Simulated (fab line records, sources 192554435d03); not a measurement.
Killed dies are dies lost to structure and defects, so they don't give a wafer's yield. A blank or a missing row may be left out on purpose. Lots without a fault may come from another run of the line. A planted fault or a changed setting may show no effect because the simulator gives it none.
A struck lot beside a sound one | flow n5_finfet | 21 steps out of a route of 1938
Sound: wafers L364.2, L364.4, L364.5. Struck: wafers L380.1, L380.2, L380.6. The cause comes at the end.
At each step with rows: each side's tool, then ch and its chambers, then its first start. Under that, the readings that differ: sound wafers | struck wafers | difference of the means | sigmas: that difference in standard deviations of wafers without a fault.
alike: readings whose means differ by less than 2 such deviations, and words and numbers that are the same on both sides. not compared: withheld readings, readings that some wafer has no value for, bounds like >300 that may hide the same value, and numbers for which the record gives no deviation and whose values overlap.
The two part at a step that has a row with sigmas, a row that says differs or no value, or rows on one side only. Numbers that don't overlap but have no deviation are shown without sigmas and don't part them. A reading that every wafer of one side lacks parts them only if that side has two wafers or more.

first, 9 steps without rows for these wafers: N5_BEOL_M0_CUTY_EBR_52; N5_BEOL_M0_CUTY_SOFTBAKE_53 (time 60 s); N5_BEOL_M0_CUTY_EXPOSE_54 (exposes mask M0 ABLK); N5_BEOL_M0_CUTY_PEB_55 (peb time 60 s); N5_BEOL_M0_CUTY_DEVELOP_56 (develop time 30 s); N5_BEOL_M0_CUTY_DESCUM_61 (chemistry O2, time 7.9 s); N5_BEOL_M0_CUTY_ETCH_62 (etches SiARC in CF4, time 58.5 s); N5_BEOL_M0_CUTY_ETCH_63 (etches SOC in N2/H2, target depth 82.7 nm, overetch 16.5 nm, time 124 s); N5_BEOL_M0_CUTY_STRIP_64 (strips in N2/H2).
N5_BEOL_M0_ETCH_138: etches SiCN in CH3F/O2, target depth 12 nm, time 31.6 s.
  sound on rie_diel-04 ch 1,3, day 5 21:19; struck on rie_diel-03 ch 0,1,2, day 9 21:31
  no value came back on the struck wafers for any of 9 readings (CH3F_flow_sccm (sccm), O2_flow_sccm (sccm) and others); on the sound wafers CH3F_flow_sccm (sccm) reads 30.00 30.05 30.07
  reading                                               | sound       | struck    | difference | sigmas
  model.SiO2_of_BEOL_M0_SAQP_SPACER2_ALD_26.thk_nm (nm) | 5.4 5.2 5.4 | 7.2 7 7.2 | +1.8       |
  not compared: rf_hours_counter_h
N5_BEOL_M0_HM_OPEN_105: chemistry Cl2/BCl3, target TiN, target depth 12 nm.
  sound on rie_metal-01 ch 0,1, day 5 22:04; struck on rie_metal-03 ch 0,1, day 9 23:28
  reading                                               | sound          | struck         | difference | sigmas
  oes_product_au (a.u.)                                 | 0.58 0.62 0.62 | 0.80 0.89 0.89 | +0.25      | +2
  throttle_valve_pct (%)                                | 22.4 22.5 22.5 | 22.0 21.7 21.7 | -0.7       | -2
  model.SiO2_of_BEOL_M0_SAQP_SPACER2_ALD_26.thk_nm (nm) | 3.2 2.8 3      | 4.6 4.6 4.6    | +1.6       |
  alike: drypump_motor_current_A, rf_fwd_power_W
  not compared: rf_hours_counter_h
then, 3 steps without rows for these wafers: N5_BEOL_M0_STRIP_140 (strips in CF4); N5_BEOL_M0_STRIP_104 (strips in N2/H2); N5_BEOL_M0_WET_ETCH_106 (etches SiO2 in DHF, target depth 130 nm, rinse time 30 s).
N5_BEOL_M0_ETCH_128: etches SiCN in CF4/N2, target depth 12 nm, overetch 5.1 nm, time 21.4 s.
  sound on rie_diel-01 ch 0,1,2, day 5 22:32; struck on rie_diel-04 ch 0,1, day 10 00:39
  reading               | sound          | struck         | difference | sigmas
  oes_product_au (a.u.) | 0.49 0.53 0.64 | 0.28 0.34 0.34 | -0.23      | -4
  alike: bias_w, cf4_flow_sccm, drypump_motor_current_A, rf_fwd_power_W, rf_vpp_V, showerhead_plenum_p_Torr, throttle_valve_pct
  not compared: rf_hours_counter_h
then, 2 steps without rows for these wafers: N5_BEOL_M0_TRENCH_ETCH_107 (etches SiOC in C4F6/O2, target depth 32.8 nm, time 16.4 s); N5_BEOL_M0_STRIP_142 (strips in N2/H2, time 10 s).
N5_BEOL_M0_OCD_MEAS_108:
  sound on ocd-02, day 5 22:41; struck on ocd-02, day 10 00:48
  reading              | sound          | struck    | difference | sigmas
  trench_depth_nm (nm) | 32.0 32.6 33.8 | 0.4 0 0.2 | -32.6      | -47
then, 1 step without rows for these wafers: N5_BEOL_M0_HM_STRIP_129 (strips TiN in peroxide tin strip, target depth 17 nm, time 108 s).
N5_BEOL_M4_RC_MEAS_101:
  the record has rows for the sound wafers here (prober-01 ch 0, day 9 18:02) and none for the struck ones
-- the record jumps here: 8 days lie between the struck wafers' starts before and after (it left off in module BEOL_M4 and takes up again in module PASSIVATION, whose first step shown is number 1936 of the route) --
N5_PASSIVATION_PROBE_49:
  sound on prober-02, day 13 19:10; struck on prober-01, day 18 10:26
  reading                  | sound          | struck         | difference | sigmas
  defect_limited_yield (%) | 91.7 90.2 89.5 | 0 0 0          | -90        | -65
  killed_at_M0_to_M3       | 43 52 55       | 1119 1084 1101 | +1051      | +96
  killed_dies              | 98 116 124     | 1180 1180 1180 | +1067      | +63
  killed_on_rim            | 9 15 17        | 152 152 152    | +138       | +35
  sort_bin_5_function (%)  | 5.0 5.7 6.6    | 96.6 95.9 96.9 | +90.7      | +94
  sort_n_pass              | 1082 1064 1056 | 0 0 0          | -1067      | -63
  sort_yield_pct (%)       | 91.7 90.2 89.5 | 0 0 0          | -90        | -65
  alike: killed_at_M4_up, killed_at_contacts, killed_at_front_end, killed_at_other, killed_open, killed_short, sort_bin_6_memory

WHERE THEY PART
First at N5_BEOL_M0_ETCH_138; last, within this record, at N5_PASSIVATION_PROBE_49.

WHY: what the simulator had put in
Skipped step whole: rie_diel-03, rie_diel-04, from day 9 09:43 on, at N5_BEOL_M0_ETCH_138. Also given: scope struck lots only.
